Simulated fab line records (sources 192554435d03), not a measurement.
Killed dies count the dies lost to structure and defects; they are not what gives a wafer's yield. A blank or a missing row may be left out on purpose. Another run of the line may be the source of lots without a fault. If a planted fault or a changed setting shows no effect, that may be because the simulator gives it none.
fab line records	flow n5_finfet
record: lots: 11	wafers: 30	last_day: 18
route steps=1938 shown BEOL_M10@1474 PASSIVATION@1936
lots untouched by any fault: they come from a run of this same line in which no faults occurred
start_h: hours from the record's opening day to when the first of the lot's shown wafers began	wait_h: hours from the lot's prior step to this one	" same as the row above	L1.1+2: a row that stands for several wafers	- no value, or no start was given	* or withheld: withheld	< > ~ a bound
route shown NAME@n: NAME is a module with steps in the file, n the number in the route of the first one	usual: mean/standard deviation taken from wafers without a fault	same: alike in all rows	chamber/n: place in a boat	sites: the reading at each site	_std_site: standard deviation of those values	_edge_site: inner sites' mean taken away from outer sites' mean	radius_mm: for every site, how far away it sits from the centre of the wafer	mask NAME#n: copy n	behind: the most recent tool/chamber to have shaped the wafer	hold: reason for holding the lot/hours on hold/outcome of the hold	device: names the non-switching transistor (n, p or np)	end of line: at the end of the route, the tests of the same wafers	a step given without rows: its recipe and nothing more	killed: not the wafer's yield, but the dies lost to structure and defects at the first sort	map: a wafer's dies, marking killed ones x, the rest . and places with no die _
set.NAME: setting as actually run; set.NAME@STEP: the setting as run at that earlier step	model.NAME: the simulator's own value behind a step, which no gauge read
a sample of lots followed through the steps of the route, with each step as a table and each wafer as a row
services: a tool's chamber out of use, with start hour (start_h, from the record's first day; less than 0 if before it), hours out, and reason
== steps ==
step: N5_BEOL_M10_HM_DEP_02
recipe: material: TiN	target_thk_a: 200	temp_c: 25	chamber_pressure_pa: 0.49996
usual: throttle_valve_pct: 30.2/1.2
lot.wafer	tool	chamber	start_h	wait_h	throttle_valve_pct
L801.2	pvd_sputter-02	-	240.10	0.7	29.5
L801.3	"	-	"	"	28.7
L801.5	"	-	"	"	29.9
L803.3	pvd_sputter-01	-	251.09	0.0	29.7
L803.6	"	-	"	"	31.8
L805.1	pvd_sputter-01	-	261.14	0.4	31.7
L805.3	"	-	"	"	33.1
L805.5	"	-	"	"	29.6
L804.1	pvd_sputter-01	-	261.86	0.2	33.2
L804.5	"	-	"	"	29.7
L808.1	pvd_sputter-02	-	289.73	1.0	29.8
L808.3	"	-	"	"	31.5
L808.6	"	-	"	"	28.4
L809.2	pvd_sputter-02	-	289.83	1.0	29.3
L809.5	"	-	"	"	28.5
L814.1	pvd_sputter-01	-	342.44	0.3	31.5
L814.5	"	-	"	"	30.6
L814.6	"	-	"	"	29.6
L817.4	pvd_sputter-01	-	359.76	1.8	30.8
L817.5	"	-	"	"	30.6
L817.6	"	-	"	"	29.8
L821.1	pvd_sputter-01	-	364.82	1.7	29.7
L821.2	"	-	"	"	31.1
L821.3	"	-	"	"	31.4
L819.4	pvd_sputter-03	-	364.99	1.3	30.8
L819.5	"	-	"	"	28.9
L819.6	"	-	"	"	30.6
L822.1	pvd_sputter-03	-	365.09	0.4	29.2
L822.3	"	-	"	"	30.9
L822.5	"	-	"	"	29.0
step: N5_BEOL_M10_DESCUM_16
recipe: chemistry: O2	time_s: 7.9	source_power_w: 50	bias_power_w: 20	pressure_mtorr: 20	rf_frequency_hz: 2.712e+07	temp_c: 40	resist: CAR-ArF	o2_flow_sccm: 225
usual: drypump_motor_current_A: 5.5/0.4	o2_flow_sccm: 224.9/0.73	oes_product_au: 0.82/0.059	rf_vpp_V: 243.4/1.5	showerhead_plenum_p_Torr: 2.11/0.079	throttle_valve_pct: 20.40/0.16
lot.wafer	tool	chamber	start_h	wait_h	drypump_motor_current_A	o2_flow_sccm	oes_product_au	rf_hours_counter_h	rf_vpp_V	showerhead_plenum_p_Torr	throttle_valve_pct
L801.2	rie_diel-01	0	241.02	0.3	5.5	225.2	0.88	36	243.4	2.04	20.32
L801.3	"	3	"	"	4.9	224.2	0.88	51	243.8	2.13	20.24
L801.5	"	3	"	"	5.0	225.2	0.87	-	243.9	2.13	20.22
L803.3	rie_diel-01	3	251.55	0.0	5.0	224.9	0.87	55	243.4	2.13	20.25
L803.6	"	3	"	"	4.9	224.2	0.88	-	243.9	2.13	20.25
L805.1	rie_diel-01	1	261.92	0.2	5.2	225.5	0.87	32	244.5	2.14	20.25
L805.3	"	2	"	"	6.0	225.4	0.96	10	246.1	2.22	20.33
L805.5	"	2	"	"	5.9	225.4	0.96	-	245.0	2.22	20.32
L804.1	rie_diel-03	2	262.61	0.3	5.6	225.4	0.73	149	240.8	2.00	20.55
L804.5	"	1	"	"	5.3	224.8	0.84	-	244.1	2.24	20.27
L808.1	rie_diel-01	2	290.38	0.1	5.9	224.3	0.93	21	245.6	2.22	20.31
L808.3	"	3	"	"	5.0	224.9	0.86	71	243.4	2.12	20.27
L808.6	"	2	"	"	5.9	224.9	0.92	-	245.9	2.22	20.35
L809.2	rie_diel-01	3	290.63	0.2	5.0	225.9	0.84	71	242.9	2.12	20.25
L809.5	"	3	"	"	4.9	226.2	0.85	-	242.0	2.12	20.27
L814.1	rie_diel-03	3	343.02	0.0	5.4	225.3	0.75	140	245.0	2.18	20.28
L814.5	"	0	"	"	5.3	226.0	0.71	-	241.3	2.02	20.66
L814.6	"	1	"	"	5.3	225.1	0.82	-	244.4	2.23	20.30
L817.4	rie_diel-03	3	360.73	0.5	5.5	224.5	0.75	145	244.3	2.18	20.31
L817.5	"	0	"	"	5.4	224.6	0.72	-	242.8	2.01	20.64
L817.6	"	1	"	"	5.3	223.9	0.81	-	244.4	2.23	20.30
L821.1	rie_diel-04	2	365.51	0.3	5.4	224.9	0.77	145	244.7	2.09	20.17
L821.2	"	0	"	"	5.1	225.9	0.83	49	243.0	2.06	20.57
L821.3	"	3	"	"	5.9	224.8	0.83	71	245.7	2.20	20.49
L819.4	rie_diel-01	0	365.67	0.2	5.5	223.5	0.81	81	243.2	2.03	20.38
L819.5	"	3	"	"	4.9	226.1	0.82	-	244.5	2.11	20.31
L819.6	"	2	"	"	5.9	224.1	0.88	-	243.7	2.21	20.37
L822.1	rie_diel-01	0	365.96	0.3	5.5	224.8	0.81	81	242.2	2.03	20.40
L822.3	"	3	"	"	5.0	226.2	0.81	98	242.2	2.11	20.29
L822.5	"	1	"	"	5.2	225.9	0.83	-	243.4	2.12	20.31
step: N5_BEOL_M10_ETCH_61
recipe: chemistry: CF4	target: SiARC	target_depth_a: 390	mask_material: CAR-ArF	time_s: 65	ion_energy_ev: 80	pressure_mtorr: 40	source_w: 545	bias_w: 36	Ar_flow_sccm: 100	cf4_flow_sccm: 100	ends: cleared
usual: cf4_flow_sccm: 99.97/0.29	drypump_motor_current_A: 5.5/0.4	etch_rf_on_time_s: 64.5/1.5	oes_product_au: 0.70/0.052	rf_vpp_V: 184.3/1.2	showerhead_plenum_p_Torr: 2.16/0.077	throttle_valve_pct: 15.55/0.16
lot.wafer	tool	chamber	start_h	wait_h	cf4_flow_sccm	drypump_motor_current_A	etch_rf_on_time_s	oes_product_au	rf_hours_counter_h	rf_vpp_V	showerhead_plenum_p_Torr	throttle_valve_pct
L801.2	rie_diel-01	0	241.06	0.0	100.57	5.5	64.2	0.74	36	184.1	2.10	15.52
L801.3	"	3	"	"	99.61	4.9	63.1	0.75	51	185.4	2.18	15.41
L801.5	"	3	"	"	99.87	4.9	63.2	0.76	-	184.2	2.18	15.41
L803.3	rie_diel-01	3	251.58	0.0	100.16	5.0	63.7	0.75	55	184.6	2.17	15.43
L803.6	"	3	"	"	100.49	5.0	63.9	0.75	-	184.7	2.17	15.44
L805.1	rie_diel-01	1	261.96	0.0	99.34	5.2	64.9	0.74	32	184.0	2.19	15.42
L805.3	"	2	"	"	99.94	5.9	40.3	1.08	10	184.7	2.28	15.47
L805.5	"	2	"	"	99.82	5.9	40.5	1.08	-	187.5	2.28	15.47
L804.1	rie_diel-03	2	262.65	0.0	99.82	5.6	64.3	0.63	149	182.6	2.05	15.72
L804.5	"	1	"	"	99.80	5.3	62.2	0.75	-	184.7	2.26	15.22
L808.1	rie_diel-01	2	290.41	0.0	100.00	6.0	63.0	0.80	21	184.9	2.27	15.49
L808.3	"	3	"	"	99.82	5.0	41.4	0.96	71	183.6	2.17	15.46
L808.6	"	2	"	"	99.52	6.0	63.0	0.79	-	185.8	2.27	15.48
L809.2	rie_diel-01	3	290.66	0.0	100.09	4.9	63.8	0.73	71	183.8	2.17	15.46
L809.5	"	3	"	"	99.83	4.9	40.8	0.96	-	184.6	2.17	15.46
L814.1	rie_diel-03	3	343.06	0.0	100.19	5.5	67.2	0.63	140	184.1	2.23	15.57
L814.5	"	0	"	"	99.48	5.3	66.7	0.61	-	182.8	2.05	15.72
L814.6	"	1	"	"	100.06	5.3	62.3	0.71	-	185.1	2.25	15.29
L817.4	rie_diel-03	3	360.76	0.0	99.96	5.5	66.9	0.63	145	184.7	2.23	15.59
L817.5	"	0	"	"	100.07	5.4	67.1	0.60	-	182.9	2.05	15.74
L817.6	"	1	"	"	100.42	5.3	62.9	0.70	-	186.0	2.25	15.31
L821.1	rie_diel-04	2	365.55	0.0	99.92	5.4	67.5	0.65	145	183.8	2.14	15.41
L821.2	"	0	"	"	100.07	5.1	63.9	0.71	49	183.4	2.09	15.60
L821.3	"	3	"	"	99.98	5.9	64.0	0.71	71	185.6	2.25	15.66
L819.4	rie_diel-01	0	365.71	0.0	100.02	5.5	65.1	0.68	81	183.8	2.09	15.60
L819.5	"	3	"	"	100.55	4.9	64.4	0.69	-	183.9	2.16	15.49
L819.6	"	2	"	"	100.43	5.9	63.9	0.75	-	186.8	2.26	15.53
L822.1	rie_diel-01	0	366.00	0.0	100.09	5.5	64.4	0.68	81	184.4	2.09	15.60
L822.3	"	3	"	"	100.34	4.9	64.6	0.69	98	184.6	2.16	15.52
L822.5	"	1	"	"	99.49	5.2	63.9	0.70	-	184.9	2.18	15.49
step: N5_BEOL_M10_HM_OPEN_17
recipe: chemistry: Cl2/BCl3	target_depth_a: 200	overetch_a: 60	target: TiN	mask_material: SOC	ion_energy_ev: 150	pressure_mtorr: 10	icp_w: 1000	bias_w: 126	Cl2_flow_sccm: 53.25	bcl3_flow_sccm: 21.75	Ar_flow_sccm: 25
usual: drypump_motor_current_A: 5.5/0.52	oes_product_au: 0.67/0.091	throttle_valve_pct: 22.02/0.19
lot.wafer	tool	chamber	start_h	wait_h	drypump_motor_current_A	oes_product_au	rf_hours_counter_h	throttle_valve_pct
L801.2	rie_metal-03	0	241.33	0.1	6.2	0.59	-	22.44
L801.3	"	0	"	"	6.2	0.59	-	22.42
L801.5	"	0	"	"	6.2	0.59	-	22.41
L803.3	rie_metal-02	0	251.85	0.1	5.7	0.56	-	22.00
L803.6	"	0	"	"	5.7	0.56	-	21.98
L805.1	rie_metal-02	0	262.20	0.0	5.7	0.56	105	22.00
L805.3	"	1	"	"	5.5	0.62	-	21.87
L805.5	"	1	"	"	5.5	0.62	-	21.86
L804.1	rie_metal-02	0	262.88	0.0	5.8	0.55	105	21.99
L804.5	"	1	"	"	5.5	0.63	-	21.89
L808.1	rie_metal-01	0	290.65	0.0	4.8	0.82	1	21.85
L808.3	"	0	"	"	4.8	0.83	-	21.84
L808.6	"	0	"	"	4.8	0.83	-	21.83
L809.2	rie_metal-02	1	290.90	0.0	5.5	0.61	61	21.88
L809.5	"	0	"	"	5.7	0.55	-	22.00
L814.1	rie_metal-03	1	343.30	0.0	4.9	0.74	8	22.00
L814.5	"	1	"	"	4.9	0.75	-	22.00
L814.6	"	0	"	"	6.1	0.57	-	22.45
L817.4	rie_metal-01	1	361.03	0.1	5.9	0.67	-	22.06
L817.5	"	0	"	"	4.7	0.77	-	21.86
L817.6	"	1	"	"	5.8	0.67	-	22.03
L821.1	rie_metal-01	0	365.78	0.0	4.8	0.76	7	21.89
L821.2	"	1	"	"	5.8	0.66	39	22.08
L821.3	"	0	"	"	4.7	0.76	-	21.88
L819.4	rie_metal-01	1	365.97	0.1	5.9	0.66	-	22.06
L819.5	"	1	"	"	5.9	0.67	-	22.04
L819.6	"	0	"	"	4.8	0.77	-	21.85
L822.1	rie_metal-01	1	366.24	0.0	5.8	0.66	39	22.07
L822.3	"	1	"	"	5.8	0.66	-	22.06
L822.5	"	0	"	"	4.8	0.78	-	21.85
step: N5_PASSIVATION_PROBE_49
usual: defect_limited_yield: 91.0/1.5	killed_at_M0_to_M3: 35/11	killed_at_M4_up: 13/5	killed_at_contacts: 12/5.9	killed_at_front_end: 42/13	killed_at_other: 3/3.2	killed_dies: 106/18	killed_open: 69/13	killed_short: 35/8.9	sort_bin_5_function: 5.2/0.95	sort_bin_6_memory: 3.3/0.71	sort_n_pass: 1074/18	sort_yield_pct: 91.0/1.5
same: gross_dies: 1180	killed_at_back_side: 0	sort_bin_4_leakage[%]: 0	sort_bin_8_speed[%]: 0
lot.wafer	tool	chamber	start_h	wait_h	defect_limited_yield[%]	killed_at_M0_to_M3	killed_at_M4_up	killed_at_contacts	killed_at_front_end	killed_at_other	killed_dies	killed_open	killed_short	sort_bin_5_function[%]	sort_bin_6_memory[%]	sort_n_pass	sort_yield_pct[%]
L805.1	prober-01	-	320.38	0.0	90.8	31	7	12	52	7	109	68	31	4.9	3.2	1071	90.8
killed by level:class
L805.1 STI_FIN_REVEAL:geometric_particle:open=13 MOL_CONTACT_COAG:geometric_particle:open=10 HKMG_FIN:area_etch=10 FIN_SAQP:geometric_particle:short=8 BEOL_M2:geometric_particle:open=8 BEOL_M3:geometric_particle:open=8 GATE_CUT:geometric_particle:short=5 BEOL_M0_SAQP:geometric_particle:open=5
== services ==
tool	chamber	start_h	hours	kind
rie_metal-01	-	224.85	1.7	repair
pvd_sputter-02	-	229.10	4.9	repair
rie_diel-01	-	238.21	2.8	pm
rie_metal-03	1	239.35	-	clean
rie_metal-03	1	239.35	26.7	scheduled_down
rie_metal-03	1	239.35	26.7	vent_cycle
rie_diel-01	2	246.55	8.5	repair
rie_metal-01	0	260.32	-	clean
rie_metal-01	0	260.32	14.9	scheduled_down
rie_metal-01	0	260.32	14.9	vent_cycle
pvd_sputter-01	-	264.67	2.1	repair
rie_diel-01	1	287.24	4.2	repair
rie_metal-01	-	288.34	0.1	repair
rie_metal-03	0	299.21	7.3	repair
rie_diel-03	3	307.29	5.7	repair
rie_metal-02	0	315.18	2.7	repair
rie_diel-04	2	323.48	19.8	repair
rie_metal-02	0	346.03	14.3	repair
rie_metal-03	1	346.76	4.3	repair
rie_metal-02	0	360.33	-	clean
rie_metal-02	0	360.33	15.0	scheduled_down
rie_metal-02	0	360.33	15.0	vent_cycle
rie_diel-03	1	365.16	4.2	repair
== key ==
first_sign: step: N5_BEOL_M10_ETCH_61	reading: etch_rf_on_time_s	direction: down	sigmas: 16	usual: *	struck: *
effect: step: N5_BEOL_M10_ETCH_61	reading: oes_product_au	direction: up	sigmas: 6	usual: 0.70	struck: 1.02
met_at N5_BEOL_M10_ETCH_61
struck_lots L805,L808,L809
struck_wafers L805.3,L805.5,L808.3,L809.5
baseline_loss: step: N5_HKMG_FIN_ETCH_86	wafers: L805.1
not_acting_at N5_BEOL_M10_HM_DEP_02,N5_BEOL_M10_DESCUM_16,N5_BEOL_M10_HM_OPEN_17
onset_between 251.58 261.96
fault: kind: process_parameter_drift	tool: rie_diel-01	chamber: -	onset_h: 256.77	steps: N5_BEOL_M10_ETCH_61	channel: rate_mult	offset: 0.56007	shape: step	end_h: 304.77	scope: struck_wafers_only
baseline_loss: these wafers lose ten dies or more at that step, a loss of the line's own and not of a fault; the sort's usual values leave them out
